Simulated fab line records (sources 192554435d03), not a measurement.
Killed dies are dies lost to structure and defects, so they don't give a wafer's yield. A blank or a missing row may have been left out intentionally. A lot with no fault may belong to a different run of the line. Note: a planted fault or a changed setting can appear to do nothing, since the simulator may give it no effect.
fab line records	flow n5Finfet
record lots=7	wafers=18	lastDay=18
route steps=1938 shown BEOL_M1@778 BEOL_M4@1111
lots with no fault: from the same line, run without faults
startH: hours from the record's opening day to when the first of the lot's shown wafers began	waitH: hours from the lot's prior step to this one	" identical to the entry in the row above	L1.1+2: several wafers, shown together as one row	- no value, or no start given	* or withheld: withheld	< > ~ a bound
route shown NAME@n: NAME is a module with steps in the file, n the number in the route of the first one	usual: mean and standard deviation over wafers with no fault	same: alike in all rows	chamber/n: place in a boat	sites: per-site readings	_std_site: the values' standard deviation	_edge_site: inner sites' mean taken away from outer sites' mean	radiusMm: how far each site lies from the wafer's centre	mask NAME#n: copy n	behind: tool/chamber where the wafer was last shaped	hold: why the lot was held/for how many hours/how that ended	device: the n, p or np transistor that did not switch	end of line: at the end of the route, the tests of the same wafers	where a step has no rows: the recipe by itself	killed: dies lost to structure and defects at the first sort, not the wafer's yield	map: shows each die of a wafer: x if killed, . if not, _ if none is there
set.NAME: the run value of the setting; set.NAME@STEP: its run value at that earlier step	model.NAME: the simulator's own value behind a step, which no gauge read
lots seen at some steps along the route; tables by step, rows by wafer
services: the hour from which a tool's chamber was out of use, counted from the record's first day as startH (under 0 if before that day), plus the number of hours and why
## steps
# step N5_BEOL_M1_COAT_68
# recipe resist=SiARC	tempC=220	timeS=60	spinRpm=1500	resistThkNm=12
# step N5_BEOL_M1_COAT_76
# recipe resist=underlayer	tempC=205	timeS=60	spinRpm=1500	resistThkNm=5
# step N5_BEOL_M1_COAT_22
# recipe resist=CAR-EUV	spinRpm=1500	resistThkNm=30
# step N5_BEOL_M1_EBR_24
# recipe solvent=PGMEA	ebrWidthMm=1.5
# step N5_BEOL_M1_SOFTBAKE_23
# recipe tempC=110	timeS=60	resist=CAR-EUV
# step N5_BEOL_M1_EXPOSE_25
# recipe maskId=V0	na=0.33	sourceShape=quasar	sigmaInner=0.2	sigmaOuter=0.8	polarization=unpolarized	defocusNm=5	targetCdNm=24	doseMj=63
# step N5_BEOL_M1_PEB_26
# recipe pebTempC=100	pebTimeS=60	resist=CAR-EUV
# step N5_BEOL_M1_DEVELOP_27
# recipe developTimeS=30	developer=TMAH	resist=CAR-EUV	rinseLiquid=surfactantRinse	dry=airSpin	devTempC=23
# step N5_BEOL_M1_CD_MEAS_28
# recipe landingEnergyEv=500	detector=seInlens	targetCdYNm=23.3
# usual cdNm=23.95/0.24
lot.wafer	tool	chamber	startH	waitH	cdNm
L251.2	cdSem-02	0	148.95	-	23.96
L251.4	"	0	"	"	23.86
L251.5	"	0	"	"	23.94
L252.1	cdSem-03	0	153.73	-	24.40
L252.2	"	0	"	"	23.49
L252.6	"	0	"	"	23.92
L255.1	cdSem-02	0	165.15	-	23.62
L255.4	"	0	"	"	24.22
L255.6	"	0	"	"	24.01
L262.1	cdSem-03	0	211.73	-	24.26
L262.6	"	0	"	"	23.89
L265.1	cdSem-03	0	233.21	-	24.11
L265.3	"	0	"	"	24.13
L268.3	cdSem-03	0	246.86	-	23.89
L268.6	"	0	"	"	23.73
L270.1	cdSem-02	0	264.00	-	24.36
L270.5	"	0	"	"	24.27
L270.6	"	0	"	"	23.82
# step N5_BEOL_M1_OVL_MEAS_29
# recipe pointsPerWafer=522
# usual V0_OVL=0.3/0.63
lot.wafer	tool	chamber	startH	waitH	V0_OVL[nm]
L251.2	overlay-01	0	148.99	0.0	0.3
L251.4	"	0	"	"	0.4
L251.5	"	0	"	"	0.3
L252.1	overlay-02	0	153.76	0.0	0.9
L252.2	"	0	"	"	0.2
L252.6	"	0	"	"	0.1
L255.1	overlay-01	0	165.18	0.0	0.9
L255.4	"	0	"	"	0.3
L255.6	"	0	"	"	-0.1
L262.1	overlay-01	0	211.76	0.0	0.9
L262.6	"	0	"	"	0.2
L265.1	overlay-02	0	233.24	0.0	0.1
L265.3	"	0	"	"	-0.3
L268.3	overlay-02	0	246.90	0.0	-0.1
L268.6	"	0	"	"	-0.3
L270.1	overlay-02	0	264.03	0.0	0.4
L270.5	"	0	"	"	0.2
L270.6	"	0	"	"	-0.1
# step N5_BEOL_M1_INSPECT_30
# recipe mode=adi	inspectInstrument=brightfield
# usual rawDefectCount=419/99
lot.wafer	tool	chamber	startH	waitH	rawDefectCount
L251.2	defectInspect-01	-	149.04	0.0	440
L251.4	"	-	"	"	447
L251.5	"	-	"	"	475
L252.1	defectInspect-01	-	153.82	0.1	602
L252.2	"	-	"	"	452
L252.6	"	-	"	"	462
L255.1	defectInspect-02	-	165.24	0.1	462
L255.4	"	-	"	"	432
L255.6	"	-	"	"	477
L262.1	defectInspect-01	-	211.82	0.1	443
L262.6	"	-	"	"	423
L265.1	defectInspect-02	-	233.30	0.1	540
L265.3	"	-	"	"	549
L268.3	defectInspect-01	-	246.94	0.0	274
L268.6	"	-	"	"	285
L270.1	defectInspect-01	-	264.09	0.1	410
L270.5	"	-	"	"	417
L270.6	"	-	"	"	598
# step N5_BEOL_M1_DESCUM_33
# recipe chemistry=O2	timeS=7	sourcePowerW=50	biasPowerW=20	pressureMtorr=20	rfFrequencyHz=2.712e+07	tempC=40	resist=CAR-EUV	o2FlowSccm=225
# usual drypumpMotorCurrentA=5.9/0.36	oesProductAu=0.80/0.097	rfVppV=243.0/1.4	showerheadPlenumPTorr=2.09/0.084	throttleValvePct=20.44/0.21
lot.wafer	tool	chamber	startH	waitH	drypumpMotorCurrentA	oesProductAu	rfHoursCounterH	rfVppV	showerheadPlenumPTorr	throttleValvePct
L251.2	rieDiel-02	0	149.47	0.4	6.5	0.71	211	240.6	1.97	20.39
L251.4	"	3	"	"	5.9	0.92	25	243.5	2.15	20.39
L251.5	"	3	"	"	5.9	0.91	-	244.1	2.15	20.40
L252.1	rieDiel-02	2	154.08	0.3	5.3	0.93	17	243.7	2.14	20.33
L252.2	"	3	"	"	5.9	0.93	26	244.3	2.15	20.40
L252.6	"	1	"	"	5.9	0.75	-	243.2	2.09	20.62
L255.1	rieDiel-06	1	165.27	0.0	6.0	0.67	245	242.1	1.95	20.48
L255.4	"	3	"	"	5.9	0.84	62	241.8	2.03	20.73
L255.6	"	0	"	"	5.8	0.90	-	244.8	2.15	20.14
L262.1	rieDiel-02	2	211.87	0.0	5.3	0.90	34	243.3	2.13	20.36
L262.6	"	0	"	"	6.5	0.70	-	242.4	1.96	20.41
L265.1	rieDiel-02	1	233.33	0.0	5.9	0.73	164	242.8	2.08	20.68
L265.3	"	0	"	"	6.6	0.69	240	240.3	1.96	20.44
L268.3	rieDiel-02	3	246.98	0.0	5.9	0.88	57	244.4	2.14	20.42
L268.6	"	2	"	"	5.2	0.89	-	242.8	2.13	20.36
L270.1	rieDiel-04	0	264.67	0.6	6.3	0.98	4	244.2	2.25	20.51
L270.5	"	2	"	"	5.4	0.77	-	244.1	2.21	20.70
L270.6	"	0	"	"	6.3	0.98	-	245.0	2.25	20.50
# step N5_BEOL_M1_ETCH_77
# recipe chemistry=N2/H2	target=underlayer	targetDepthA=65	maskMaterial=CAR-EUV	timeS=5.2	ionEnergyEv=200	pressureMtorr=30	sourceW=840	biasW=150	n2FlowSccm=200	h2FlowSccm=200	ends=cleared
# usual drypumpMotorCurrentA=5.9/0.36	etchRfOnTimeS=5.25/0.16	oesProductAu=0.68/0.082	rfVppV=523.6/2.8	showerheadPlenumPTorr=2.54/0.093	throttleValvePct=17.91/0.27
lot.wafer	tool	chamber	startH	waitH	drypumpMotorCurrentA	etchRfOnTimeS	oesProductAu	rfHoursCounterH	rfVppV	showerheadPlenumPTorr	throttleValvePct
L251.2	rieDiel-02	0	149.51	0.0	6.6	5.35	0.61	211	520.8	2.40	17.98
L251.4	"	3	"	"	5.9	5.27	0.78	25	524.6	2.60	17.74
L251.5	"	3	"	"	5.9	5.25	0.78	-	524.6	2.60	17.74
L252.1	rieDiel-02	2	154.12	0.0	5.3	5.28	0.79	17	523.9	2.60	17.79
L252.2	"	3	"	"	5.9	5.31	0.77	26	526.5	2.60	17.74
L252.6	"	1	"	"	5.9	5.34	0.65	-	524.7	2.55	18.18
L255.1	rieDiel-06	1	165.31	0.0	5.9	5.27	0.59	245	519.6	2.39	18.09
L255.4	"	3	"	"	5.9	5.28	0.73	62	522.9	2.48	18.28
L255.6	"	0	"	"	5.9	5.07	0.77	-	527.2	2.59	17.37
L262.1	rieDiel-02	2	211.90	0.0	5.2	4.07	0.89	34	527.3	2.60	17.82
L262.6	"	0	"	"	6.6	5.35	0.59	-	519.9	2.39	18.03
L265.1	rieDiel-02	1	233.37	0.0	5.9	4.03	0.73	164	524.4	2.54	18.26
L265.3	"	0	"	"	6.5	4.10	0.70	240	519.2	2.39	18.04
L268.3	rieDiel-02	3	247.01	0.0	5.9	4.00	0.86	57	526.6	2.59	17.85
L268.6	"	2	"	"	5.3	5.36	0.74	-	524.8	2.59	17.88
L270.1	rieDiel-04	0	264.70	0.0	6.3	5.02	0.85	4	527.9	2.72	17.82
L270.5	"	2	"	"	5.4	5.16	0.64	-	525.0	2.67	17.97
L270.6	"	0	"	"	6.3	5.06	0.83	-	525.3	2.72	17.81
# step N5_BEOL_M1_ETCH_69
# recipe chemistry=CF4	target=SiARC	targetDepthA=156	maskMaterial=CAR-EUV	timeS=26	ionEnergyEv=80	pressureMtorr=40	sourceW=545	biasW=36	Ar_flow_sccm=100	cf4FlowSccm=100	ends=cleared
# usual cf4FlowSccm=100.0/0.3	drypumpMotorCurrentA=5.9/0.36	etchRfOnTimeS=26.2/0.77	oesProductAu=0.68/0.082	rfVppV=184.0/1.2	showerheadPlenumPTorr=2.14/0.073	throttleValvePct=15.62/0.23
lot.wafer	tool	chamber	startH	waitH	cf4FlowSccm	drypumpMotorCurrentA	etchRfOnTimeS	oesProductAu	rfHoursCounterH	rfVppV	showerheadPlenumPTorr	throttleValvePct
L251.2	rieDiel-02	0	149.52	0.0	100.1	6.5	27.0	0.60	211	182.7	2.04	15.75
L251.4	"	3	"	"	99.8	5.9	26.4	0.77	25	183.7	2.19	15.48
L251.5	"	3	"	"	99.4	5.9	26.2	0.78	-	183.6	2.19	15.48
L252.1	rieDiel-02	2	154.13	0.0	99.6	5.2	26.3	0.80	17	185.6	2.19	15.46
L252.2	"	3	"	"	99.9	5.9	26.0	0.78	26	185.1	2.19	15.48
L252.6	"	1	"	"	99.9	5.9	26.1	0.65	-	183.4	2.15	15.79
L255.1	rieDiel-06	1	165.32	0.0	100.1	6.0	26.2	0.59	245	182.8	2.03	15.87
L255.4	"	3	"	"	100.0	5.9	26.6	0.72	62	183.4	2.08	15.78
L255.6	"	0	"	"	99.7	5.8	25.1	0.78	-	185.3	2.20	15.24
L262.1	rieDiel-02	2	211.92	0.0	100.2	5.2	26.7	0.77	34	184.3	2.18	15.48
L262.6	"	0	"	"	99.9	6.5	26.6	0.60	-	183.3	2.03	15.79
L265.1	rieDiel-02	1	233.38	0.0	99.5	5.9	26.7	0.62	164	184.3	2.14	15.84
L265.3	"	0	"	"	100.3	6.5	26.9	0.59	240	181.4	2.03	15.82
L268.3	rieDiel-02	3	247.03	0.0	99.4	5.9	26.2	0.74	57	184.3	2.18	15.55
L268.6	"	2	"	"	100.2	5.2	26.8	0.75	-	185.6	2.18	15.50
L270.1	rieDiel-04	0	264.72	0.0	100.4	6.3	25.1	0.83	4	186.1	2.27	15.45
L270.5	"	2	"	"	99.6	5.4	25.6	0.65	-	185.3	2.25	15.78
L270.6	"	0	"	"	100.4	6.3	25.3	0.83	-	184.3	2.27	15.44
# step N5_BEOL_M4_RC_MEAS_101
# usual DIBL_N=37.1/1.8	DIBL_P=37.2/2.1	IOFF_N=0.17/0.033	IOFF_P=0.22/0.037	ION_N=680/11	ION_P=464/7.7	SS_N=71.7/0.63	SS_P=73.6/0.67	VT_N=248.9/2.9	VT_P=-251/3.6
lot.wafer	tool	chamber	startH	waitH	DIBL_N[mV/V]	DIBL_P[mV/V]	IOFF_N[nA/um]	IOFF_P[nA/um]	ION_N[uA/um]	ION_P[uA/um]	SS_N[mV/dec]	SS_P[mV/dec]	VT_N[mV]	VT_P[mV]
L251.2	prober-02	0	191.09	0.2	35.8	35.6	0.14	0.17	672	452	71.5	72.8	250.0	-258
L251.4	"	0	"	"	36.4	37.6	0.15	0.20	678	461	71.6	74.2	250.5	-254
L251.5	"	0	"	"	35.3	36.2	0.14	0.18	678	466	71.3	73.3	249.9	-256
L252.1	prober-02	0	201.93	0.0	37.3	37.2	0.19	0.25	693	474	71.5	73.7	242.8	-246
L252.2	"	0	"	"	35.9	36.2	0.15	0.22	679	468	71.0	73.4	249.0	-245
L252.6	"	0	"	"	37.7	37.8	0.19	0.26	690	476	71.0	74.0	245.9	-246
L255.1	prober-01	0	216.01	0.0	35.3	34.7	0.16	0.22	682	468	71.4	73.0	250.5	-249
L255.4	"	0	"	"	39.0	38.8	0.22	0.30	685	474	72.1	73.9	245.0	-244
L255.6	"	0	"	"	38.1	38.2	0.21	0.30	687	480	72.9	73.6	245.6	-244
L262.1	prober-02	0	274.65	0.0	40.2	40.4	0.21	0.23	690	460	71.8	73.6	246.8	-253
L262.6	"	0	"	"	38.9	38.6	0.17	0.19	682	465	71.5	73.8	249.3	-255
L265.1	prober-01	0	285.70	0.0	39.7	38.9	0.21	0.24	684	457	72.8	74.4	250.0	-250
L265.3	"	0	"	"	36.6	36.0	0.15	0.20	673	461	71.4	73.1	251.9	-249
L268.3	prober-02	0	314.13	0.3	39.4	38.1	0.22	0.26	678	463	74.0	73.9	247.7	-247
L268.6	"	0	"	"	36.4	34.0	0.15	0.19	665	461	72.2	73.7	253.1	-253
L270.1	prober-02	0	322.70	0.0	37.2	35.6	0.14	0.18	654	453	72.0	73.4	252.4	-253
L270.5	"	0	"	"	37.6	37.6	0.15	0.21	672	462	71.8	73.4	248.3	-249
L270.6	"	0	"	"	39.4	38.4	0.18	0.22	689	462	72.2	73.1	248.2	-249
## services
tool	chamber	startH	hours	kind
rieDiel-02	2	161.44	8.3	repair
rieDiel-06	1	180.43	-	clean
rieDiel-06	1	180.43	-	consumableReplace:focusRing
rieDiel-06	1	180.43	-	consumableReplace:showerhead
rieDiel-06	1	180.43	19.7	scheduledDown
rieDiel-06	1	180.43	19.7	ventCycle
rieDiel-02	1	183.49	5.8	repair
rieDiel-02	-	199.34	2.8	pm
rieDiel-04	0	228.92	-	clean
rieDiel-04	0	228.92	-	consumableReplace:focusRing
rieDiel-04	0	228.92	-	consumableReplace:showerhead
rieDiel-04	0	228.92	27.6	scheduledDown
rieDiel-04	0	228.92	27.6	ventCycle
rieDiel-04	1	256.49	-	clean
rieDiel-04	1	256.49	-	consumableReplace:focusRing
rieDiel-04	1	256.49	17.6	scheduledDown
rieDiel-04	1	256.49	17.6	ventCycle
rieDiel-06	1	256.96	4.2	repair
## key
firstSign step=N5_BEOL_M1_ETCH_77	reading=etchRfOnTimeS	direction=down	sigmas=7.7	usual=*	struck=*
effect none on later readings
metAt N5_BEOL_M1_ETCH_77
struckWafers L262.1,L265.1,L265.3,L268.3
onsetBetween 154.12 211.90
fault kind=processParameterDrift	tool=rieDiel-02	chamber=-	onsetH=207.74	steps=N5_BEOL_M1_ETCH_77	channel=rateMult	offset=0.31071	shape=step	endH=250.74	scope=struckWafersOnly
